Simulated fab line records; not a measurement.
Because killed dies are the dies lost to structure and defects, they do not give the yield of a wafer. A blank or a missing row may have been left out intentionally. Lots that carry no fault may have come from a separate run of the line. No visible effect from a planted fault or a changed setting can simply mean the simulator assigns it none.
fab line records | flow n5_finfet
record: lots: 4 | wafers: 12 | last_day: 20
route steps=1938 shown BEOL_M6@1251 BEOL_M7@1263 PASSIVATION@1936
lots that met no fault: taken from a fault-free run of the same line
start_h: the number of hours between the record's first day and the start of the first shown wafer of the lot | wait_h: how many hours have passed since the lot's step before this one | " unchanged from the row above | L1.1+2: a single row standing in for several wafers | - value missing, or start not given | * or withheld: withheld | < > ~ a bound
route shown NAME@n: a module of which the file shows steps, and the number in the route of the first | usual: mean/standard deviation taken from wafers without a fault | same: alike in all rows | chamber/n: place in a boat | sites: per-site readings | _std_site: how widely they spread, as a standard deviation | _edge_site: the outer-site mean with the inner-site mean subtracted | radius_mm: how far each site lies from the wafer's centre | mask NAME#n: copy n | behind: the tool/chamber that last shaped the wafer | hold: reason for holding the lot/hours on hold/outcome of the hold | device: which transistor (n, p or np) failed to switch | end of line: at the end of the route, the tests of the same wafers | a step without rows: its recipe alone | killed: at the first sort, the dies lost to defects and structure; wafer yield is something else | map: per-die view of a wafer (x killed, . not killed, _ where there is no die)
set.NAME: the setting as run; set.NAME@STEP: as run at that earlier step | model.NAME: the simulator's own value behind a step, which no gauge read
lots seen at some steps along the route; tables by step, rows by wafer
services: a tool's chamber out of use, with start hour (start_h, from the record's first day; less than 0 if before it), hours out, and reason
== steps ==
step: N5_BEOL_M6_ALD_77
recipe: material: TaN | target_thk_a: 20 | temp_c: 275 | ald_precursor_family: PDMAT | ald_co_reactant: NH3 | pressure_torr: 3 | carrier_flow_sccm: 1500 | pulse_time_s: 2 | purge_time_s: 3 | co_reactant_purge_time_s: 2 | co_reactant_pulse_time_s: 3 | ald_cycles: 40 | precursor_vessel_temp_c: 75 | precursor_vessel_pressure_torr: 26.25 | precursor_vessel_carrier_sccm: 1000
step: N5_BEOL_M6_SURFACE_TREAT_79
recipe: gas: Ar | time_s: * | ion_energy_ev: * | ion_current_ma_cm2: 0.5 | pressure_mtorr: * | ar_flow_sccm: 30
step: N5_BEOL_M6_CVD_78
recipe: material: Co | target_thk_a: 20 | temp_c: withheld | precursor: CCTBA/H2 | pressure_torr: 30 | time_s: 142.3
step: N5_BEOL_M6_SPUTTER_48
recipe: material: Cu | target_thk_a: 100 | temp_c: -20 | bias_v: 60 | power_w: 26000 | chamber_pressure_pa: 0.13 | time_s: 1.667
step: N5_BEOL_M6_ECD_50
recipe: material: Cu | target_thk_a: 3000
step: N5_BEOL_M6_ANNEAL_51
recipe: temp_c: 225 | time_s: 90 | ambient: N2
step: N5_BEOL_M6_CMP_52
recipe: stop_on: SiCOH_lowk | t_overpolish_s: 6.9 | down_force_psi: 1 | platen_rpm: 50 | clearing_platen_down_force_psi: 1.5 | clearing_platen_rpm: 50 | post_cmp_clean: cu_alkaline | target_thk_nm: 80 | clearing_platen_pad_velocity_m_s: 0.99484 | pad_velocity_m_s: 0.99484
step: N5_BEOL_M6_PRE_CLEAN_55
recipe: gas: NH3 | time_s: 15 | temp_c: withheld | rf_power_w: 300
step: N5_BEOL_M6_DEP_56
recipe: material: SiCN | target_thk_a: 100 | temp_c: withheld | precursor: 3MS/NH3 | pressure_torr: 3 | rf_w: 202 | time_s: 17.5
step: N5_BEOL_M7_ILD_DEP_00
recipe: material: SiCOH_lowk | target_thk_a: 1797.5 | temp_c: 300 | precursor: DEMS/porogen | pressure_torr: 5 | rf_w: 500 | time_s: 33.4
usual: heater_power_w: 313/42 | showerhead_plenum_p_Torr: 5.736/0.014 | throttle_valve_pct: 13.7/0.72
lot.wafer | tool     | chamber | start_h | wait_h | heater_power_w | showerhead_plenum_p_Torr | throttle_valve_pct | model.SiCOH_lowk_of_BEOL_M7_ILD_DEP_00.thk_nm
L780.1    | pecvd-01 | 2       | 308.85  | 0.0    | 332            | 5.747                    | 13.4               | 178.8
L780.2    | "        | 0       | "       | "      | 298            | 5.731                    | 14.9               | 177.4
L780.5    | "        | 1       | "       | "      | 311            | 5.754                    | 12.7               | 179.6
L781.1    | pecvd-01 | 2       | 336.07  | 0.0    | 281            | 5.732                    | 13.4               | 177.4
L781.4    | "        | 0       | "       | "      | 297            | 5.723                    | 14.6               | 182
L781.5    | "        | 1       | "       | "      | 328            | 5.745                    | 13.1               | 246.2
L787.3    | pecvd-01 | 2       | 376.04  | 0.0    | 324            | 5.743                    | 13.1               | 177.4
L787.5    | "        | 1       | "       | "      | 308            | 5.756                    | 13.0               | 243
L787.6    | "        | 0       | "       | "      | 294            | 5.722                    | 14.9               | 177.6
L790.1    | pecvd-02 | 0       | 383.64  | 0.0    | 280            | 5.728                    | 13.4               | 182.4
L790.4    | "        | 2       | "       | "      | 391            | 5.734                    | 13.2               | 180.6
L790.6    | "        | 2       | "       | "      | 318            | 5.734                    | 13.2               | 183.6
step: N5_BEOL_M7_CURE_74
recipe: temp_c: 385 | time_s: 240 | ambient: He/Ar | material: SiCOH_lowk
step: N5_BEOL_M7_THK_MEAS_01
recipe: reads: SiCOH_lowk_of_BEOL_M7_ILD_DEP_00
usual: M7_ILD_THK: 155.2/2.2
lot.wafer | tool          | chamber | start_h | wait_h | M7_ILD_THK[nm]
L780.1    | film_metro-01 | -       | 309.42  | 0.4    | 154.1
L780.2    | "             | -       | "       | "      | 153.0
L780.5    | "             | -       | "       | "      | 155.0
L781.1    | film_metro-02 | -       | 336.65  | 0.4    | 152.9
L781.4    | "             | -       | "       | "      | 157.1
L781.5    | "             | -       | "       | "      | 213.1
L787.3    | film_metro-01 | -       | 377.20  | 0.3    | 153.1
L787.5    | "             | -       | "       | "      | 210.5
L787.6    | "             | -       | "       | "      | 153.1
L790.1    | film_metro-02 | -       | 384.47  | 0.4    | 157.3
L790.4    | "             | -       | "       | "      | 155.8
L790.6    | "             | -       | "       | "      | 158.4
step: N5_BEOL_M7_PECVD_70
recipe: material: SiO2 | target_thk_a: 200 | temp_c: 400 | precursor: TEOS/O2 | pressure_torr: 5.5 | rf_w: 450 | teos_flow_sccm: 53.8 | gas: O2 | flow_sccm: 3000 | time_s: 22.7
step: N5_BEOL_M7_HM_DEP_02
recipe: material: TiN | target_thk_a: 200 | temp_c: 25 | chamber_pressure_pa: 0.49996
step: N5_BEOL_M7_COAT_59
recipe: resist: SOC | temp_c: 250 | time_s: 60 | spin_rpm: 1500 | resist_thk_nm: 100
step: N5_BEOL_M7_COAT_60
recipe: resist: SiARC | temp_c: 220 | time_s: 60 | spin_rpm: 1500 | resist_thk_nm: 35
step: N5_BEOL_M7_COAT_05
recipe: resist: CAR-ArF | spin_rpm: 1500 | resist_thk_nm: 90
step: N5_BEOL_M7_EBR_07
recipe: solvent: PGMEA | ebr_width_mm: 1.5
step: N5_BEOL_M7_SOFTBAKE_06
recipe: temp_c: 110 | time_s: 60 | resist: CAR-ArF
step: N5_BEOL_M7_EXPOSE_08
recipe: mask_id: M7 | na: 1.35 | source_shape: dipole | sigma_inner: 0.817 | sigma_outer: 0.97 | polarization: te | dose_mj: 68.25
step: N5_BEOL_M7_PEB_09
recipe: peb_temp_c: withheld | peb_time_s: 60 | resist: CAR-ArF
step: N5_BEOL_M7_DEVELOP_10
recipe: develop_time_s: 30 | developer: TMAH | resist: CAR-ArF | rinse_liquid: diw | dry: air_spin | dev_temp_c: 23
step: N5_BEOL_M7_DESCUM_16
recipe: chemistry: O2 | time_s: 7.9 | source_power_w: 50 | bias_power_w: 20 | pressure_mtorr: 20 | rf_frequency_hz: 2.712e+07 | temp_c: 40 | resist: CAR-ArF | o2_flow_sccm: 225
step: N5_BEOL_M7_ETCH_61
recipe: chemistry: CF4 | target: SiARC | target_depth_a: 455 | mask_material: CAR-ArF | time_s: 75.8 | ion_energy_ev: 80 | pressure_mtorr: 40 | source_w: 545 | bias_w: 36 | Ar_flow_sccm: 100 | cf4_flow_sccm: 100 | ends: cleared
step: N5_BEOL_M7_ETCH_62
recipe: chemistry: N2/H2 | target: SOC | target_depth_a: 1100 | overetch_a: 220 | mask_material: SiARC | temp_c: 40 | time_s: 165 | ion_energy_ev: 200 | pressure_mtorr: 30 | source_w: 840 | bias_w: 150 | n2_flow_sccm: 200 | h2_flow_sccm: 200
step: N5_BEOL_M7_STRIP_68
recipe: chemistry: N2/H2 | temp_c: 40 | n2_flow_sccm: 200 | h2_flow_sccm: 200 | rf_frequency_hz: 6e+07
step: N5_BEOL_M7_STRIP_67
recipe: chemistry: CF4 | resist: SiARC | power_w: 300 | bias_power_w: 75 | pressure_mtorr: 50 | cf4_flow_sccm: 150 | rf_frequency_hz: 6e+07
step: N5_BEOL_M7_HM_OPEN_17
recipe: chemistry: Cl2/BCl3 | target_depth_a: 200 | overetch_a: 60 | target: TiN | mask_material: SOC | ion_energy_ev: 150 | pressure_mtorr: 10 | icp_w: 1000 | bias_w: 126 | Cl2_flow_sccm: 53.25 | bcl3_flow_sccm: 21.75 | Ar_flow_sccm: 25
step: N5_BEOL_M7_STRIP_19
recipe: chemistry: O2 | power_w: 400 | temp_c: 40 | pressure_mtorr: 30 | rf_frequency_hz: 6e+07 | bias_power_w: 0 | overash_fraction: 0.2 | o2_flow_sccm: 225
step: N5_BEOL_M7_COAT_63
recipe: resist: SOC | temp_c: 250 | time_s: 60 | spin_rpm: 1500 | resist_thk_nm: 60
step: N5_BEOL_M7_COAT_64
recipe: resist: SiARC | temp_c: 220 | time_s: 60 | spin_rpm: 1500 | resist_thk_nm: 12
step: N5_BEOL_M7_COAT_71
recipe: resist: underlayer | temp_c: 205 | time_s: 60 | spin_rpm: 1500 | resist_thk_nm: 5
step: N5_BEOL_M7_COAT_22
recipe: resist: CAR-EUV | spin_rpm: 1500 | resist_thk_nm: 30
step: N5_BEOL_M7_EBR_24
recipe: solvent: PGMEA | ebr_width_mm: 1.5
step: N5_BEOL_M7_SOFTBAKE_23
recipe: temp_c: 110 | time_s: 60 | resist: CAR-EUV
step: N5_BEOL_M7_CMP_52
recipe: stop_on: SiCOH_lowk | t_overpolish_s: 6.9 | down_force_psi: 1 | platen_rpm: 50 | clearing_platen_down_force_psi: 1.5 | clearing_platen_rpm: 50 | post_cmp_clean: cu_alkaline | target_thk_nm: 80 | clearing_platen_pad_velocity_m_s: 0.99484 | pad_velocity_m_s: 0.99484
usual: head_pressure_psi: 0.9998/0.0024 | motor_current_A: 6.2/0.48
lot.wafer | tool   | chamber | start_h | wait_h | head_pressure_psi | motor_current_A | model.SiCOH_lowk_of_BEOL_M7_ILD_DEP_00.thk_nm
L780.1    | cmp-03 | 3       | 314.91  | 0.4    | 0.9967            | 5.8             | 151.2
L780.2    | "      | 0       | "       | "      | 1.0021            | 6.6             | 150
L780.5    | "      | 1       | "       | "      | 1.0026            | 6.5             | 152
L781.4    | cmp-02 | 1       | 341.86  | 0.2    | 0.9995            | 6.0             | 154
L781.1    | "      | 3       | "       | "      | 0.9995            | 6.5             | 149.8
L781.5    | "      | 0       | "       | "      | 0.9997            | 6.1             | 210.2
L787.3    | cmp-02 | 0       | 384.84  | 0.2    | 1.0017            | 6.1             | 150
L787.6    | "      | 2       | "       | "      | 1.0043            | 6.0             | 150.2
L787.5    | "      | 3       | "       | "      | 1.0047            | 6.6             | 207.4
L790.4    | cmp-03 | 2       | 393.37  | 0.2    | 0.9941            | 7.1             | 152.8
L790.1    | "      | 0       | "       | "      | 1.0009            | 6.5             | 154.4
L790.6    | "      | 2       | "       | "      | 0.9955            | 6.4             | 155.4
step: N5_PASSIVATION_PROBE_49
usual: defect_limited_yield: 90.9/1.6 | killed_at_M0_to_M3: 37/11 | killed_at_M4_up: 15/5.6 | killed_at_contacts: 13/6.4 | killed_at_front_end: 39/11 | killed_at_other: 4/3.1 | killed_dies: 107/19 | killed_open: 71/14 | killed_short: 34/7.8 | sort_bin_5_function: 5.3/1 | sort_bin_6_memory: 3.4/0.72 | sort_bin_8_speed: 0.0/0.42 | sort_n_pass: 1072/20 | sort_yield_pct: 90.9/1.7
same: gross_dies: 1180 | killed_at_back_side: 0 | sort_bin_4_leakage[%]: 0
lot.wafer | tool      | chamber | start_h | wait_h | defect_limited_yield[%] | killed_at_M0_to_M3 | killed_at_M4_up | killed_at_contacts | killed_at_front_end | killed_at_other | killed_dies | killed_open | killed_short | sort_bin_5_function[%] | sort_bin_6_memory[%] | sort_bin_8_speed[%] | sort_n_pass | sort_yield_pct[%]
L790.1    | prober-02 | -       | 491.52  | 0.0    | 90.1                    | 24                 | 18              | 18                 | 56                  | 1               | 117         | 69          | 48           | 6.3                    | 3.4                  | 0                   | 1063        | 90.1
L790.4    | prober-02 | -       | 491.67  | 0.2    | 89.4                    | 22                 | 17              | 15                 | 68                  | 3               | 125         | 86          | 36           | 6.6                    | 3.7                  | 0                   | 1055        | 89.4
L790.6    | prober-02 | -       | 491.77  | 0.3    | 92.3                    | 11                 | 20              | 15                 | 38                  | 7               | 91          | 59          | 32           | 5.3                    | 2.0                  | 0                   | 1089        | 92.3
killed by level:class
L790.1 MOL_CONTACT_COAG:geometric_particle:open=16 FIN_SAQP:geometric_particle:short=13 STI_FIN_REVEAL:geometric_particle:open=10 FIN_SAQP:geometric_particle:open=9 BEOL_M0_SAQP:geometric_particle:short=6 BEOL_M1:geometric_particle:open=5 BEOL_M2:geometric_particle:open=5 BEOL_M4:geometric_particle:open=5
L790.4 FIN_SAQP:geometric_particle:open=19 FIN_SAQP:geometric_particle:short=18 BEOL_M4:geometric_particle:open=14 STI_FIN_REVEAL:geometric_particle:open=13 MOL_CONTACT_COAG:geometric_particle:open=12 BEOL_M0_SAQP:geometric_particle:open=6 BEOL_M3:geometric_particle:open=6 DUMMY_GATE:geometric_particle:open=5
L790.6 MOL_CONTACT_COAG:geometric_particle:open=14 BEOL_M4:geometric_particle:open=14 FIN_SAQP:geometric_particle:short=10 FIN_SAQP:geometric_particle:open=8 STI_FIN_REVEAL:geometric_particle:open=7 MIM_BOT:geometric_particle:short=4 BEOL_M2:geometric_particle:open=3 BEOL_M4:geometric_particle:short=3
== services ==
tool     | chamber | start_h | hours | kind
pecvd-01 | 1       | 332.90  | 2.1   | scheduled_down
cmp-03   | -       | 345.46  | 2.0   | repair
cmp-03   | -       | 351.98  | 2.6   | repair
pecvd-02 | 1       | 383.62  | -     | clean
pecvd-02 | 1       | 383.62  | -     | consumable_replace:showerhead
pecvd-02 | 1       | 383.62  | 29.0  | scheduled_down
pecvd-02 | 1       | 383.62  | 29.0  | vent_cycle
cmp-02   | -       | 387.25  | 5.8   | pm
pecvd-02 | 2       | 391.50  | 18.6  | repair
== key ==
first_sign: step: N5_BEOL_M7_THK_MEAS_01 | reading: M7_ILD_THK | direction: up | sigmas: 25 | usual: 155.2 | struck: 211.8
effect none on later readings
model_effect: step: N5_BEOL_M7_ILD_DEP_00 | value: SiCOH_lowk_of_BEOL_M7_ILD_DEP_00.thk_nm | without: 180.4 | struck: 244.6
model_effect: step: N5_BEOL_M7_CMP_52 | value: SiCOH_lowk_of_BEOL_M7_ILD_DEP_00.thk_nm | without: 152.5 | struck: 208.8
met_at N5_BEOL_M7_ILD_DEP_00
struck_wafers L781.5,L787.5
onset_between 308.85 336.07
fault: kind: process_parameter_drift | tool: pecvd-01 | chamber: 1 | onset_h: 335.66 | steps: N5_BEOL_M7_ILD_DEP_00 | channel: time_s | offset: * | shape: step | end_h: 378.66 | acts_in: * | stated: *
